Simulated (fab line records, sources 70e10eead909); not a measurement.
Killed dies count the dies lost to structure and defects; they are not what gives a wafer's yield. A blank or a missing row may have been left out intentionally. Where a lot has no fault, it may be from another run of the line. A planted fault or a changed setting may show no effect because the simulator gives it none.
The tool behind it: which one? + flow nand_harc + 24 lots, 72 wafers sampled, at 6 steps of a route of 1159

== WHAT EACH GAUGE READ, for each wafer ==
The record holds no reading of a measuring or inspecting step that can be judged against a usual standard deviation.

== TOOL THAT RAN EACH LOT (tool first, then ch and the chambers of the sampled wafers, then the start) ==
| lot  | NHARC_A_STAIRCASE_ETCH_190                  | NHARC_A_STAIRCASE_TRIM_198                    | NHARC_A_STAIRCASE_TRIM_222                  | NHARC_A_STAIRCASE_ETCH_225                  | NHARC_A_STAIRCASE_ETCH_453                    | NHARC_A_STAIRCASE_ETCHBACK_416     |
|------|---------------------------------------------|-----------------------------------------------|---------------------------------------------|---------------------------------------------|-----------------------------------------------|------------------------------------|
| L074 | rie_diel-06 ch 0,1, day 10 12:54 or earlier | rie_diel-06 ch 1,3, day 10 12:54              | rie_diel-06 ch 1,2,3, no start              | rie_diel-06 ch 0,1, no start                | rie_diel-13 ch 1,2,3, no start                | rie_diel-06 ch 0,1,3, no start     |
| L076 | rie_diel-07 ch 2,3, no start                | rie_diel-06 ch 0,3, no start                  | rie_diel-13 ch 2,3, no start                | rie_diel-13 ch 0,1,2, no start              | rie_diel-13 ch 1,2,3, no start                | rie_diel-07 ch 0,2,3, no start     |
| L075 | rie_diel-07 ch 0,1,2, no start              | rie_diel-07 ch 0,1,2, no start                | rie_diel-06 ch 0,3, no start                | rie_diel-06 ch 0,3, no start                | rie_diel-06 ch 0,1,3, no start                | rie_diel-06 ch 2,3, no start       |
| L079 | rie_diel-06 ch 0,1,3, no start              | rie_diel-07 ch 1,2,3, no start                | rie_diel-13 ch 0,1,2, no start              | rie_diel-13 ch 1,2,3, no start              | rie_diel-07 ch 0,1,3, no start                | rie_diel-06 ch 0,1, no start       |
| L077 | rie_diel-07 ch 0,1,3, no start              | rie_diel-13 ch 0,1,2, no start                | rie_diel-06 ch 0,1,3, no start              | rie_diel-06 ch 0,1,2, no start              | rie_diel-06 ch 2,3, no start                  | rie_diel-06 ch 2,3, no start       |
| L078 | rie_diel-13 ch 2,3, no start                | rie_diel-07 ch 0,1,2, no start                | rie_diel-07 ch 1,2,3, no start              | rie_diel-07 ch 0,2,3, no start              | rie_diel-06 ch 0,1,3, no start                | rie_diel-06 ch 1,2, no start       |
| L080 | rie_diel-07 ch 0,1,3, no start              | rie_diel-07 ch 0,1,2, no start                | rie_diel-07 ch 1,2,3, no start              | rie_diel-07 ch 0,2,3, no start              | rie_diel-13 ch 0,1,2, no start                | rie_diel-06 ch 0,3, no start       |
| L082 | rie_diel-07 ch 1,2, no start                | rie_diel-06 ch 0,1,3, no start                | rie_diel-06 ch 2,3, no start                | rie_diel-06 ch 0,1,2, no start              | rie_diel-13 ch 0,2,3, no start                | rie_diel-07 ch 1,2,3, no start     |
| L081 | rie_diel-07 ch 1,2, day 14 02:46 or earlier | rie_diel-06 ch 1,2,3, day 14 02:46 or earlier | rie_diel-13 ch 0,1, day 14 02:46 or earlier | rie_diel-13 ch 0,3, day 14 02:46 or earlier | rie_diel-06 ch 0,2,3, day 14 02:46 or earlier | rie_diel-07 ch 0,2,3, day 14 02:46 |
| L083 | rie_diel-06 ch 0,1,3, no start              | rie_diel-06 ch 0,2,3, no start                | rie_diel-06 ch 0,1, no start                | rie_diel-06 ch 0,3, no start                | rie_diel-13 ch 0,1,3, no start                | rie_diel-07 ch 2,3, no start       |
| L084 | rie_diel-07 ch 0,1,3, no start              | rie_diel-07 ch 1,2,3, no start                | rie_diel-07 ch 0,1,3, no start              | rie_diel-07 ch 0,1,3, no start              | rie_diel-13 ch 2,3, no start                  | rie_diel-07 ch 0,1,2, no start     |
| L087 | rie_diel-07 ch 2,3, no start                | rie_diel-13 ch 1,2, no start                  | rie_diel-06 ch 1,2, no start                | rie_diel-06 ch 2,3, no start                | rie_diel-07 ch 1,2,3, no start                | rie_diel-07 ch 0,1, no start       |
| L086 | rie_diel-07 ch 2,3, no start                | rie_diel-07 ch 1,2,3, no start                | rie_diel-06 ch 0,3, no start                | rie_diel-06 ch 0,1,2, no start              | rie_diel-07 ch 0,2,3, no start                | rie_diel-06 ch 0,1,3, no start     |
| L085 | rie_diel-13 ch 1,3, no start                | rie_diel-13 ch 0,1,3, no start                | rie_diel-13 ch 0,1,3, no start              | rie_diel-13 ch 0,1,3, no start              | rie_diel-06 ch 0,2,3, no start                | rie_diel-13 ch 0,1,3, no start     |
| L088 | rie_diel-06 ch 2,3, no start                | rie_diel-06 ch 0,1,2, no start                | rie_diel-06 ch 2,3, no start                | rie_diel-06 ch 1,3, no start                | rie_diel-06 ch 0,2,3, no start                | rie_diel-07 ch 0,3, no start       |
| L089 | rie_diel-07 ch 0,1,2, no start              | rie_diel-07 ch 2,3, no start                  | rie_diel-06 ch 0,1, no start                | rie_diel-06 ch 1,2,3, no start              | rie_diel-06 ch 1,2,3, no start                | rie_diel-06 ch 0,1,3, no start     |
| L091 | rie_diel-13 ch 0,3, no start                | rie_diel-07 ch 0,2, no start                  | rie_diel-06 ch 0,1,2, no start              | rie_diel-06 ch 1,2,3, no start              | rie_diel-06 ch 1,2, no start                  | rie_diel-06 ch 0,1,3, no start     |
| L090 | rie_diel-06 ch 0,1,3, no start              | rie_diel-06 ch 1,2,3, no start                | rie_diel-13 ch 0,1, no start                | rie_diel-13 ch 2,3, no start                | rie_diel-13 ch 0,3, no start                  | rie_diel-07 ch 0,2, no start       |
| L092 | rie_diel-13 ch 0,3, no start                | rie_diel-13 ch 0,2, no start                  | rie_diel-13 ch 0,2,3, no start              | rie_diel-13 ch 0,2,3, no start              | rie_diel-13 ch 0,1,2, no start                | rie_diel-13 ch 0,2,3, no start     |
| L094 | rie_diel-06 ch 1,2, no start                | rie_diel-13 ch 0,1,3, no start                | rie_diel-07 ch 0,3, no start                | rie_diel-07 ch 2,3, no start                | rie_diel-07 ch 1,2, no start                  | rie_diel-07 ch 0,2,3, no start     |
| L093 | rie_diel-06 ch 1,2, no start                | rie_diel-06 ch 1,3, no start                  | rie_diel-07 ch 1,2,3, no start              | rie_diel-07 ch 1,2, no start                | rie_diel-13 ch 0,1,2, no start                | rie_diel-13 ch 0,2,3, no start     |
| L095 | rie_diel-07 ch 1,2,3, no start              | rie_diel-07 ch 1,2,3, no start                | rie_diel-07 ch 1,2,3, no start              | rie_diel-07 ch 2,3, no start                | rie_diel-07 ch 0,2,3, no start                | rie_diel-06 ch 0,2,3, no start     |
| L096 | rie_diel-07 ch 0,2, no start                | rie_diel-07 ch 1,3, no start                  | rie_diel-06 ch 0,1,2, no start              | rie_diel-06 ch 0,2, no start                | rie_diel-06 ch 0,2, no start                  | rie_diel-13 ch 0,2,3, no start     |
| L097 | rie_diel-13 ch 1,2, no start                | rie_diel-13 ch 0,1, no start                  | rie_diel-06 ch 0,1,3, no start              | rie_diel-06 ch 1,2,3, no start              | rie_diel-07 ch 0,2,3, no start                | rie_diel-06 ch 0,3, no start       |
- NHARC_A_STAIRCASE_ETCH_190: etches the open film in C4F8/O2, target depth 100 nm, time 40.5 s.
- NHARC_A_STAIRCASE_TRIM_198: chemistry O2, time 211.2 s.
- NHARC_A_STAIRCASE_TRIM_222: chemistry O2, time 211.2 s.
- NHARC_A_STAIRCASE_ETCH_225: etches the open film in C4F8/O2, target depth 100 nm, time 40.5 s.
- NHARC_A_STAIRCASE_ETCH_453: etches the open film in CF4/O2, target depth 30 nm, overetch 3 nm, time 16.5 s.
- NHARC_A_STAIRCASE_ETCHBACK_416: etches the open film in C4F8/O2/Ar, target depth 36 nm, time 7.2 s.

== AS READ BY THE TOOLS THEMSELVES (means over the sampled wafers that have a number; for cases with no such wafer, the mark the record gives instead) ==
NHARC_A_STAIRCASE_ETCH_190. Usual: oes_product_au 0.935 a.u., standard deviation 0.013; rf_vpp_V 899 V, standard deviation 5.
| lot  | tool        | oes_product_au (a.u.) | rf_vpp_V (V) | flag |
|------|-------------|-----------------------|--------------|------|
| L074 | rie_diel-06 | 0.935                 | 897          |      |
| L076 | rie_diel-07 | 0.933                 | 903          |      |
| L075 | rie_diel-07 | 0.928                 | 901          |      |
| L079 | rie_diel-06 | 0.932                 | 899          |      |
| L077 | rie_diel-07 | 0.934                 | 899          |      |
| L078 | rie_diel-13 | 0.937                 | 890          |      |
| L080 | rie_diel-07 | 0.941                 | 899          |      |
| L082 | rie_diel-07 | 0.922                 | 902          |      |
| L081 | rie_diel-07 | 0.925                 | 900          |      |
| L083 | rie_diel-06 | 0.943                 | 898          |      |
| L084 | rie_diel-07 | 0.953                 | 899          |      |
| L087 | rie_diel-07 | 0.922                 | 903          |      |
| L086 | rie_diel-07 | 0.930                 | 903          |      |
| L085 | rie_diel-13 | 0.941                 | 893          |      |
| L088 | rie_diel-06 | 0.933                 | 901          |      |
| L089 | rie_diel-07 | 0.928                 | 901          |      |
| L091 | rie_diel-13 | 0.942                 | 893          |      |
| L090 | rie_diel-06 | 0.944                 | 898          |      |
| L092 | rie_diel-13 | 0.934                 | 899          |      |
| L094 | rie_diel-06 | 0.936                 | 898          |      |
| L093 | rie_diel-06 | 0.924                 | 896          |      |
| L095 | rie_diel-07 | 0.941                 | 900          |      |
| L096 | rie_diel-07 | 0.934                 | 903          |      |
| L097 | rie_diel-13 | 0.921                 | 895          |      |

NHARC_A_STAIRCASE_TRIM_198. Usual: drypump_motor_current_A 5.7 A, standard deviation 0.4; oes_product_au 0.994 a.u., standard deviation 0.012; rf_vpp_V 57.9 V, standard deviation 0.91; showerhead_plenum_p_Torr 3.60 Torr, standard deviation 0.14; throttle_valve_pct 17.037 %, standard deviation 0.009.
| lot  | tool        | drypump_motor_current_A (A) | oes_product_au (a.u.) | rf_vpp_V (V) | showerhead_plenum_p_Torr (Torr) | throttle_valve_pct (%) | flag |
|------|-------------|-----------------------------|-----------------------|--------------|---------------------------------|------------------------|------|
| L074 | rie_diel-06 | 5.1                         | 0.995                 | 57.5         | 3.61                            | 17.031                 |      |
| L076 | rie_diel-06 | 5.1                         | 0.991                 | 58.3         | 3.66                            | 17.038                 |      |
| L075 | rie_diel-07 | 5.8                         | 0.986                 | 58.3         | 3.70                            | 17.045                 |      |
| L079 | rie_diel-07 | 6.0                         | 0.984                 | 56.9         | 3.66                            | 17.040                 |      |
| L077 | rie_diel-13 | 5.8                         | 0.992                 | 56.9         | 3.43                            | 17.035                 |      |
| L078 | rie_diel-07 | 5.8                         | 0.984                 | 58.2         | 3.69                            | 17.028                 |      |
| L080 | rie_diel-07 | 5.8                         | 0.999                 | 57.3         | 3.69                            | 17.043                 |      |
| L082 | rie_diel-06 | 5.4                         | 0.988                 | 57.2         | 3.57                            | 17.040                 |      |
| L081 | rie_diel-06 | 5.3                         | 1.001                 | 58.4         | 3.61                            | 17.039                 |      |
| L083 | rie_diel-06 | 5.3                         | 1.005                 | 58.8         | 3.66                            | 17.040                 |      |
| L084 | rie_diel-07 | 6.0                         | 1.002                 | 57.3         | 3.65                            | 17.043                 |      |
| L087 | rie_diel-13 | 5.9                         | 0.982                 | 57.1         | 3.50                            | 17.040                 |      |
| L086 | rie_diel-07 | 6.0                         | 0.998                 | 57.8         | 3.65                            | 17.043                 |      |
| L085 | rie_diel-13 | 5.8                         | 0.989                 | 58.4         | 3.54                            | 17.043                 |      |
| L088 | rie_diel-06 | 5.6                         | 0.993                 | 58.3         | 3.57                            | 17.024                 |      |
| L089 | rie_diel-07 | 6.1                         | 1.000                 | 58.0         | 3.72                            | 17.032                 |      |
| L091 | rie_diel-07 | 5.6                         | 0.988                 | 58.5         | 3.73                            | 17.043                 |      |
| L090 | rie_diel-06 | 5.3                         | 0.992                 | 58.7         | 3.60                            | 17.039                 |      |
| L092 | rie_diel-13 | 5.5                         | 0.991                 | 57.3         | 3.58                            | 17.038                 |      |
| L094 | rie_diel-13 | 5.9                         | 0.987                 | 57.8         | 3.53                            | 17.044                 |      |
| L093 | rie_diel-06 | 5.1                         | 0.989                 | 58.2         | 3.59                            | 17.036                 |      |
| L095 | rie_diel-07 | 6.0                         | 1.000                 | 58.8         | 3.64                            | 17.035                 |      |
| L096 | rie_diel-07 | 5.8                         | 1.014                 | 57.5         | 3.56                            | 17.028                 |      |
| L097 | rie_diel-13 | 6.0                         | 0.978                 | 58.8         | 3.60                            | 17.029                 |      |

NHARC_A_STAIRCASE_TRIM_222. Usual: drypump_motor_current_A 5.6 A, standard deviation 0.37; oes_product_au 0.995 a.u., standard deviation 0.012; rf_vpp_V 57.9 V, standard deviation 0.95; showerhead_plenum_p_Torr 3.58 Torr, standard deviation 0.14; throttle_valve_pct 17.036 %, standard deviation 0.0087.
| lot  | tool        | drypump_motor_current_A (A) | oes_product_au (a.u.) | rf_vpp_V (V) | showerhead_plenum_p_Torr (Torr) | throttle_valve_pct (%) | flag |
|------|-------------|-----------------------------|-----------------------|--------------|---------------------------------|------------------------|------|
| L074 | rie_diel-06 | 5.3                         | 1.004                 | 57.8         | 3.62                            | 17.037                 |      |
| L076 | rie_diel-13 | 5.4                         | 0.991                 | 56.9         | 3.36                            | 17.040                 |      |
| L075 | rie_diel-06 | 5.3                         | 0.991                 | 57.7         | 3.63                            | 17.033                 |      |
| L079 | rie_diel-13 | 5.8                         | 0.993                 | 57.3         | 3.43                            | 17.039                 |      |
| L077 | rie_diel-06 | 5.4                         | 0.997                 | 57.8         | 3.58                            | 17.034                 |      |
| L078 | rie_diel-07 | 6.0                         | 0.990                 | 58.3         | 3.66                            | 17.037                 |      |
| L080 | rie_diel-07 | 6.0                         | 0.998                 | 58.9         | 3.65                            | 17.038                 |      |
| L082 | rie_diel-06 | 5.3                         | 1.003                 | 58.5         | 3.69                            | 17.033                 |      |
| L081 | rie_diel-13 | 6.0                         | 0.985                 | 58.5         | 3.62                            | 17.037                 |      |
| L083 | rie_diel-06 | 5.7                         | 0.990                 | 56.8         | 3.49                            | 17.040                 |      |
| L084 | rie_diel-07 | 5.7                         | 0.998                 | 58.3         | 3.62                            | 17.043                 |      |
| L087 | rie_diel-06 | 5.5                         | 1.012                 | 57.4         | 3.61                            | 17.037                 |      |
| L086 | rie_diel-06 | 5.4                         | 0.995                 | 57.2         | 3.62                            | 17.035                 |      |
| L085 | rie_diel-13 | 5.8                         | 0.990                 | 57.9         | 3.54                            | 17.026                 |      |
| L088 | rie_diel-06 | 5.1                         | 0.998                 | 58.4         | 3.68                            | 17.040                 |      |
| L089 | rie_diel-06 | 5.7                         | 0.993                 | 58.1         | 3.48                            | 17.038                 |      |
| L091 | rie_diel-06 | 5.6                         | 1.001                 | 57.0         | 3.57                            | 17.043                 |      |
| L090 | rie_diel-13 | 6.0                         | 0.986                 | 58.0         | 3.71                            | 17.029                 |      |
| L092 | rie_diel-13 | 5.6                         | 1.000                 | 57.9         | 3.51                            | 17.041                 |      |
| L094 | rie_diel-07 | 5.6                         | 1.007                 | 58.1         | 3.62                            | 17.037                 |      |
| L093 | rie_diel-07 | 6.0                         | 1.002                 | 57.8         | 3.64                            | 17.033                 |      |
| L095 | rie_diel-07 | 6.0                         | 0.995                 | 58.2         | 3.64                            | 17.034                 |      |
| L096 | rie_diel-06 | 5.6                         | 0.991                 | 58.2         | 3.56                            | 17.036                 |      |
| L097 | rie_diel-06 | 5.4                         | 0.984                 | 58.2         | 3.55                            | 17.041                 |      |

NHARC_A_STAIRCASE_ETCH_225. Usual: oes_product_au 0.936 a.u., standard deviation 0.013; rf_vpp_V 898 V, standard deviation 5.2.
| lot  | tool        | oes_product_au (a.u.) | rf_vpp_V (V) | flag |
|------|-------------|-----------------------|--------------|------|
| L074 | rie_diel-06 | 0.936                 | 897          |      |
| L076 | rie_diel-13 | 0.916                 | 893          |      |
| L075 | rie_diel-06 | 0.933                 | 902          |      |
| L079 | rie_diel-13 | 0.929                 | 893          |      |
| L077 | rie_diel-06 | 0.946                 | 898          |      |
| L078 | rie_diel-07 | 0.941                 | 903          |      |
| L080 | rie_diel-07 | 0.930                 | 903          |      |
| L082 | rie_diel-06 | 0.947                 | 897          |      |
| L081 | rie_diel-13 | 0.936                 | 893          |      |
| L083 | rie_diel-06 | 0.945                 | 900          |      |
| L084 | rie_diel-07 | 0.940                 | 899          |      |
| L087 | rie_diel-06 | 0.941                 | 901          |      |
| L086 | rie_diel-06 | 0.948                 | 898          |      |
| L085 | rie_diel-13 | 0.923                 | 896          |      |
| L088 | rie_diel-06 | 0.919                 | 899          |      |
| L089 | rie_diel-06 | 0.937                 | 898          |      |
| L091 | rie_diel-06 | 0.939                 | 899          |      |
| L090 | rie_diel-13 | 0.939                 | 889          |      |
| L092 | rie_diel-13 | 0.943                 | 895          |      |
| L094 | rie_diel-07 | 0.933                 | 902          |      |
| L093 | rie_diel-07 | 0.931                 | 899          |      |
| L095 | rie_diel-07 | 0.929                 | 903          |      |
| L096 | rie_diel-06 | 0.943                 | 900          |      |
| L097 | rie_diel-06 | 0.931                 | 898          |      |

NHARC_A_STAIRCASE_ETCH_453. Usual: drypump_motor_current_A 5.6 A, standard deviation 0.38; oes_product_au 0.995 a.u., standard deviation 0.012; rf_vpp_V 198.1 V, standard deviation 1.4; showerhead_plenum_p_Torr 1.36 Torr, standard deviation 0.058; throttle_valve_pct 13.397 %, standard deviation 0.0093.
| lot  | tool        | drypump_motor_current_A (A) | oes_product_au (a.u.) | rf_vpp_V (V) | showerhead_plenum_p_Torr (Torr) | throttle_valve_pct (%) | flag |
|------|-------------|-----------------------------|-----------------------|--------------|---------------------------------|------------------------|------|
| L074 | rie_diel-13 | 5.6                         | 0.993                 | 196.8        | 1.30                            | 13.402                 |      |
| L076 | rie_diel-13 | 5.6                         | 0.982                 | 197.0        | 1.30                            | 13.402                 |      |
| L075 | rie_diel-06 | 5.3                         | 0.991                 | 198.4        | 1.35                            | 13.396                 |      |
| L079 | rie_diel-07 | 5.6                         | 1.003                 | 199.2        | 1.37                            | 13.391                 |      |
| L077 | rie_diel-06 | 5.3                         | 1.006                 | 199.4        | 1.40                            | 13.391                 |      |
| L078 | rie_diel-06 | 5.4                         | 0.994                 | 199.1        | 1.35                            | 13.400                 |      |
| L080 | rie_diel-13 | 5.8                         | 0.987                 | 198.2        | 1.36                            | 13.394                 |      |
| L082 | rie_diel-13 | 5.6                         | 0.990                 | 197.8        | 1.33                            | 13.395                 |      |
| L081 | rie_diel-06 | 5.3                         | 0.997                 | 199.1        | 1.39                            | 13.396                 |      |
| L083 | rie_diel-13 | 5.8                         | 0.987                 | 197.4        | 1.34                            | 13.391                 |      |
| L084 | rie_diel-13 | 5.4                         | 0.990                 | 196.4        | 1.26                            | 13.401                 |      |
| L087 | rie_diel-07 | 5.9                         | 0.990                 | 198.2        | 1.38                            | 13.398                 |      |
| L086 | rie_diel-07 | 5.8                         | 1.005                 | 199.4        | 1.40                            | 13.402                 |      |
| L085 | rie_diel-06 | 5.3                         | 0.997                 | 198.1        | 1.38                            | 13.395                 |      |
| L088 | rie_diel-06 | 5.3                         | 1.009                 | 199.1        | 1.38                            | 13.396                 |      |
| L089 | rie_diel-06 | 5.3                         | 1.002                 | 199.1        | 1.36                            | 13.393                 |      |
| L091 | rie_diel-06 | 5.6                         | 0.998                 | 198.0        | 1.37                            | 13.394                 |      |
| L090 | rie_diel-13 | 5.8                         | 1.001                 | 199.1        | 1.37                            | 13.405                 |      |
| L092 | rie_diel-13 | 5.8                         | 0.986                 | 198.3        | 1.36                            | 13.397                 |      |
| L094 | rie_diel-07 | 6.0                         | 0.991                 | 198.6        | 1.37                            | 13.398                 |      |
| L093 | rie_diel-13 | 5.8                         | 0.990                 | 197.2        | 1.36                            | 13.399                 |      |
| L095 | rie_diel-07 | 5.8                         | 1.010                 | 198.8        | 1.39                            | 13.401                 |      |
| L096 | rie_diel-06 | 5.6                         | 0.995                 | 198.1        | 1.37                            | 13.403                 |      |
| L097 | rie_diel-07 | 5.8                         | 0.995                 | 198.9        | 1.39                            | 13.389                 |      |

NHARC_A_STAIRCASE_ETCHBACK_416. Usual: oes_product_au 0.930 a.u., standard deviation 0.026; rf_vpp_V 725 V, standard deviation 3.8.
| lot  | tool        | oes_product_au (a.u.) | rf_vpp_V (V) | flag |
|------|-------------|-----------------------|--------------|------|
| L074 | rie_diel-06 | 0.981                 | 725          |      |
| L076 | rie_diel-07 | 0.919                 | 728          |      |
| L075 | rie_diel-06 | 0.930                 | 729          |      |
| L079 | rie_diel-06 | 0.919                 | 722          |      |
| L077 | rie_diel-06 | 0.919                 | 728          |      |
| L078 | rie_diel-06 | 0.914                 | 723          |      |
| L080 | rie_diel-06 | 0.919                 | 727          |      |
| L082 | rie_diel-07 | 0.994                 | 726          |      |
| L081 | rie_diel-07 | 0.922                 | 728          |      |
| L083 | rie_diel-07 | 0.928                 | 728          |      |
| L084 | rie_diel-07 | 0.909                 | 727          |      |
| L087 | rie_diel-07 | 0.917                 | 725          |      |
| L086 | rie_diel-06 | 0.927                 | 724          |      |
| L085 | rie_diel-13 | 0.918                 | 724          |      |
| L088 | rie_diel-07 | 0.934                 | 727          |      |
| L089 | rie_diel-06 | 0.915                 | 723          |      |
| L091 | rie_diel-06 | 0.925                 | 723          |      |
| L090 | rie_diel-07 | 0.924                 | 730          |      |
| L092 | rie_diel-13 | 0.916                 | 722          |      |
| L094 | rie_diel-07 | 0.925                 | 728          |      |
| L093 | rie_diel-13 | 0.920                 | 722          |      |
| L095 | rie_diel-06 | 0.924                 | 726          |      |
| L096 | rie_diel-13 | 0.995                 | 723          |      |
| L097 | rie_diel-06 | 0.916                 | 726          |      |

== THE ANSWER, worked out from the rows above alone ==
Rule: lot off if the mean of its wafers having a number is beyond 3 standard deviations from the usual mean. Also off: a lot with no number at a reading for which 4 or more lots have one. All remaining lots with rows at the step are treated as sound. The gauges are gone through in route order, then the tools' own readings, and for those a lot's mean is taken as printed above. At the first step where some lot is off, the reading lying furthest off is the one used; lots without a number count as furthest.
Nothing can be told from this: no lot is off at any reading shown.

== WHAT THE SIMULATOR HAD PUT IN ==
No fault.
